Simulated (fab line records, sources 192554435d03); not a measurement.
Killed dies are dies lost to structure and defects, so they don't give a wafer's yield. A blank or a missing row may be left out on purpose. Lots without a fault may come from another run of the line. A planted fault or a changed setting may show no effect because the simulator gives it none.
Which tool did it? | flow n5_finfet | 10 lots, 30 wafers sampled, at 5 steps of a route of 1938

WHAT THE GAUGES READ, wafer by wafer
N5_BEOL_M13_INSPECT_30: inspects for defects (macro). Usual: raw_defect_count 2.2, standard deviation 1.4.
lot  | measured     | on                | raw_defect_count | flag
L880 | day 11 06:50 | defect_inspect-01 | 2 1 3            |
L879 | day 11 07:28 | defect_inspect-02 | 3 2 1            |
L883 | day 12 07:17 | defect_inspect-02 | 4 2 3            |
L884 | day 12 14:52 | defect_inspect-01 | 2 2 3            |
L886 | day 13 12:58 | defect_inspect-01 | 3 2 0            |
L893 | day 15 12:35 | defect_inspect-01 | 1 3 2            |
L895 | day 15 16:18 | defect_inspect-01 | 2 2 3            |
L894 | day 15 16:38 | defect_inspect-01 | 3 7 2            |
L898 | day 17 05:02 | defect_inspect-01 | 1 4 2            |
L901 | day 17 05:44 | defect_inspect-02 | 4 2 2            |

N5_BEOL_M14_OVL_MEAS_11. Usual: V13_OVL -2 nm, standard deviation 5.2.
lot  | measured     | on         | V13_OVL (nm) | flag
L880 | day 11 13:24 | overlay-02 | 1 -2 -2      |
L879 | day 11 15:16 | overlay-01 | 0 -10 -10    |
L883 | day 12 12:25 | overlay-02 | -1 5 7       |
L884 | day 12 18:48 | overlay-01 | -7 -9 -8     |
L886 | day 13 17:45 | overlay-02 | -1 1 -5      |
L893 | day 15 18:29 | overlay-02 | 51 46 45     | OFF
L895 | day 15 19:07 | overlay-02 | 44 46 47     | OFF
L894 | day 15 22:04 | overlay-02 | 46 50 41     | OFF
L898 | day 17 10:16 | overlay-02 | -1 1 -6      |
L901 | day 17 12:29 | overlay-01 | -6 -4 -5     |

WHICH TOOL RAN EACH LOT (tool, then ch and the chambers of the sampled wafers, then the start)
lot  | N5_BEOL_M13_DESCUM_33              | N5_BEOL_M13_STRIP_37                 | N5_BEOL_M14_EXPOSE_07
L880 | rie_diel-03 ch 1,2,3, day 11 07:14 | plasma_asher-02 ch 0,1, day 11 07:51 | krf_scanner-01 ch 0, day 11 13:12
L879 | rie_diel-01 ch 1,3, day 11 07:58   | plasma_asher-01 ch 0,1, day 11 08:35 | krf_scanner-02 ch 0, day 11 15:04
L883 | rie_diel-06 ch 2,3, day 12 07:19   | plasma_asher-02 ch 0,1, day 12 07:56 | krf_scanner-02 ch 0, day 12 12:13
L884 | rie_diel-03 ch 0,1,2, day 12 14:53 | plasma_asher-02 ch 0,1, day 12 15:42 | krf_scanner-02 ch 0, day 12 18:36
L886 | rie_diel-06 ch 0,1,2, day 13 12:59 | plasma_asher-01 ch 0,1, day 13 13:37 | krf_scanner-02 ch 0, day 13 17:32
L893 | rie_diel-03 ch 0,1, day 15 12:47   | plasma_asher-02 ch 1, day 15 13:25   | krf_scanner-02 ch 0, day 15 18:17
L895 | rie_diel-01 ch 1,2, day 15 16:20   | plasma_asher-01 ch 0,1, day 15 16:59 | krf_scanner-02 ch 0, day 15 18:55
L894 | rie_diel-03 ch 1,3, day 15 16:40   | plasma_asher-02 ch 0,1, day 15 17:17 | krf_scanner-02 ch 0, day 15 21:51
L898 | rie_diel-03 ch 0,3, day 17 05:08   | plasma_asher-01 ch 0,1, day 17 05:46 | krf_scanner-01 ch 0, day 17 10:05
L901 | rie_diel-06 ch 1,3, day 17 05:51   | plasma_asher-01 ch 0,1, day 17 06:28 | krf_scanner-01 ch 0, day 17 12:16
- N5_BEOL_M13_DESCUM_33: chemistry O2, time 7.9 s.
- N5_BEOL_M13_STRIP_37: strips in N2/H2.
- N5_BEOL_M14_EXPOSE_07: exposes mask V13.

WHAT THE TOOLS THEMSELVES READ (means of the sampled wafers that have a number; where no wafer has one, the mark that the record gives instead)
N5_BEOL_M13_DESCUM_33. Usual: drypump_motor_current_A 5.7 A, standard deviation 0.59; oes_product_au 0.82 a.u., standard deviation 0.089; rf_vpp_V 243.2 V, standard deviation 1.3; showerhead_plenum_p_Torr 2.10 Torr, standard deviation 0.062; throttle_valve_pct 20.36 %, standard deviation 0.22.
lot  | tool        | drypump_motor_current_A (A) | oes_product_au (a.u.) | rf_vpp_V (V) | showerhead_plenum_p_Torr (Torr) | throttle_valve_pct (%) | flag
L880 | rie_diel-03 | 5.9                         | 0.85                  | 244.2        | 2.13                            | 20.47                  |
L879 | rie_diel-01 | 5.5                         | 0.71                  | 242.8        | 2.05                            | 20.61                  |
L883 | rie_diel-06 | 5.5                         | 0.81                  | 243.9        | 2.14                            | 20.23                  |
L884 | rie_diel-03 | 6.3                         | 0.91                  | 242.5        | 2.12                            | 20.24                  |
L886 | rie_diel-06 | 5.4                         | 0.76                  | 242.0        | 2.03                            | 20.40                  |
L893 | rie_diel-03 | 5.9                         | 0.86                  | 243.9        | 2.13                            | 20.24                  |
L895 | rie_diel-01 | 5.2                         | 0.70                  | 244.3        | 2.11                            | 20.39                  |
L894 | rie_diel-03 | 5.6                         | 0.87                  | 243.9        | 2.14                            | 20.36                  |
L898 | rie_diel-03 | 6.1                         | 0.88                  | 244.2        | 2.15                            | 20.28                  |
L901 | rie_diel-06 | 5.3                         | 0.86                  | 243.3        | 2.10                            | 20.25                  |

N5_BEOL_M13_STRIP_37. Usual: drypump_motor_current_A 5.9 A, standard deviation 0.51; heater_power_w 376 W, standard deviation 44; oes_product_au 0.784 a.u., standard deviation 0.01.
lot  | tool            | drypump_motor_current_A (A) | heater_power_w (W) | oes_product_au (a.u.) | flag
L880 | plasma_asher-02 | 6.1                         | 412                | 0.792                 |
L879 | plasma_asher-01 | 5.8                         | 327                | 0.789                 |
L883 | plasma_asher-02 | 6.1                         | 414                | 0.783                 |
L884 | plasma_asher-02 | 6.2                         | 409                | 0.785                 |
L886 | plasma_asher-01 | 5.8                         | 326                | 0.783                 |
L893 | plasma_asher-02 | 6.4                         | 425                | 0.784                 |
L895 | plasma_asher-01 | 5.4                         | 316                | 0.780                 |
L894 | plasma_asher-02 | 6.1                         | 413                | 0.778                 |
L898 | plasma_asher-01 | 5.4                         | 325                | 0.783                 |
L901 | plasma_asher-01 | 5.4                         | 320                | 0.783                 |

N5_BEOL_M14_EXPOSE_07. Usual: focus_offset_nm -0.1 nm, standard deviation 0.51.
lot  | tool           | focus_offset_nm (nm) | flag
L880 | krf_scanner-01 | 1.0                  |
L879 | krf_scanner-02 | -0.1                 |
L883 | krf_scanner-02 | -0.6                 |
L884 | krf_scanner-02 | -0.2                 |
L886 | krf_scanner-02 | -0.3                 |
L893 | krf_scanner-02 | -0.2                 |
L895 | krf_scanner-02 | -0.1                 |
L894 | krf_scanner-02 | -0.5                 |
L898 | krf_scanner-01 | 0.0                  |
L901 | krf_scanner-01 | -0.3                 |

THE ANSWER, worked out from the rows above alone
Rule: a lot is off if the mean of its wafers that have a number lies more than 3 standard deviations from the usual mean. A lot without any number at a reading at which 4 lots or more have one is off too. The other lots that the step has rows for count as sound. The gauges are gone through in route order, then the tools' own readings, and for those a lot's mean is taken as printed above. The first step at which some lot is off is used, and at that step the reading that is off furthest; a lot without a number counts as furthest.
Off: L893, L895, L894, at N5_BEOL_M14_OVL_MEAS_11 (V13_OVL).
A tool fits if, at a process step before that reading, it ran every lot that is off, and no sound lot after the first of them. The gauges at N5_BEOL_M14_OVL_MEAS_11 are tried like those tools. One fits: krf_scanner-02 at N5_BEOL_M14_EXPOSE_07. Its last sound lot is L886 (day 13 17:32), its first lot that is off L893 (day 15 18:17): a fault that began between those two fits.

WHAT THE SIMULATOR HAD PUT IN
Scanner matching overlay: krf_scanner-02, from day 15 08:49 on, at N5_BEOL_M14_EXPOSE_07. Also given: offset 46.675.
Lots struck among those shown: L893, L895, L894. The rule above found the same.
